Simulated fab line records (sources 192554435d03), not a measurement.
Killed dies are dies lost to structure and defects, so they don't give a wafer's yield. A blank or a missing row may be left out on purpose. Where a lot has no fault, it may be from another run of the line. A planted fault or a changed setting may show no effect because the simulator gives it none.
Split-lot study | flow n5 finfet | 21 wafers read from 7 lots, route of 1938 steps

== SPLIT DETAILS ==
At N5_WELL_APT_PEB_23 (peb time 90 s), the setting peb time s was moved away from the recipe's 90 s on 4 of the 21 wafers read, by -20.5% to -14.8%. The other wafers ran this setting at the recipe's value.

== FROM THE SPLIT TO THE READING: what the file shows between them, 2 steps ==
- N5_WELL_APT_DEVELOP_24: develop time 45 s
- N5_WELL_APT_HARDBAKE_29: time 120 s

== THE READING ==
cd nm, in nm, at N5_WELL_APT_CD_MEAS_25 (target cd 200 nm). Fault-free wafers of this fab line usually give 200.8 nm, standard deviation 1.9 nm.

wafer  | tool, chamber at the split | peb time s as run, s | against the recipe | cd nm, nm | against lot-mates on the recipe
L074.1 | litho track-05, 0          | 90                   | recipe             | 197.6     | -
L074.2 | litho track-05, 0          | 90                   | recipe             | 199.6     | -
L074.6 | litho track-05, 0          | 90                   | recipe             | 199.6     | -
L075.1 | litho track-03, 0          | 90                   | recipe             | 201.7     | -
L075.3 | litho track-03, 0          | 90                   | recipe             | 201.3     | -
L075.4 | litho track-03, 0          | 90                   | recipe             | 203.1     | -
L084.1 | litho track-05, 0          | 90                   | recipe             | 202.9     | -
L084.3 | litho track-05, 0          | 76.72                | -14.8%             | 194.1     | -8.8
L084.5 | litho track-05, 0          | 76.72                | -14.8%             | 193.2     | -9.7
L088.1 | litho track-04, 0          | 90                   | recipe             | 205.0     | -
L088.2 | litho track-04, 0          | 90                   | recipe             | 200.1     | -
L088.5 | litho track-04, 0          | 90                   | recipe             | 201.3     | -
L089.1 | litho track-04, 0          | 90                   | recipe             | 202.3     | -
L089.2 | litho track-04, 0          | 90                   | recipe             | 201.2     | -
L089.6 | litho track-04, 0          | 90                   | recipe             | 202.9     | -
L091.1 | litho track-03, 0          | 90                   | recipe             | 197.4     | -
L091.4 | litho track-03, 0          | 90                   | recipe             | 197.2     | -
L091.6 | litho track-03, 0          | 90                   | recipe             | 197.0     | -
L095.1 | litho track-03, 0          | 71.53                | -20.5%             | 189.7     | -13.7
L095.3 | litho track-03, 0          | 90                   | recipe             | 203.4     | -
L095.5 | litho track-03, 0          | 71.53                | -20.5%             | 189.5     | -13.9

THE FIT
A straight line over all 21 wafers: cd nm changes by +0.526 nm for each +1% of peb time s; r = +0.87; the points scatter about the line by 2.3 nm.
The same after taking each lot's own level away (the mean of its wafers on the recipe; 21 wafers): +0.658 nm for each +1%; r = +0.98; scatter 1 nm.
The reading moves by 13 nm for the largest change in peb time s, on that fit.
The lots' own levels span 197.20 to 203.40 nm, that is 3.3 times the standard deviation above.
So the lot-to-lot level changes the slope: the two fits differ.
Check: -13.4 nm against its lot-mates is what the line predicts for one of the wafers moved furthest among these (-20.5%) when that wafer is left out of the fit. Against them it came out at -13.7 nm.

== ADDITIONAL SPLITS CARRIED BY THESE WAFERS ==
Before the reading, these wafers also passed through other splits. Each is held against what the fit with the lots' levels taken away leaves over:
other split on the same wafers | wafers away from the commonest value | r with cd nm (lot level and that fit taken away)
N5_WELL_APT_COAT_19 spin rpm   | 10                                   | +0.23

== THE WHOLE CHAIN: every reading that the file lists as answering this split, in the file's order ==
step                   | what it does             | reading                                                         | change (the file's fit)               | r (the file's)
N5_WELL_APT_CD_MEAS_25 | target cd 200 nm         | cd nm                                                           | +0.656 nm for each +1% of the setting | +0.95
N5_WELL_APT_DESCUM_30  | chemistry O2, time 7.9 s | WELL_APT.cd nm (the simulator's own value, which no gauge read) | +0.653 nm for each +1% of the setting | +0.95

== THE FILE'S OWN FIT ==
cd nm changes by +0.656 nm for each +1% of peb time s, r = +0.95.
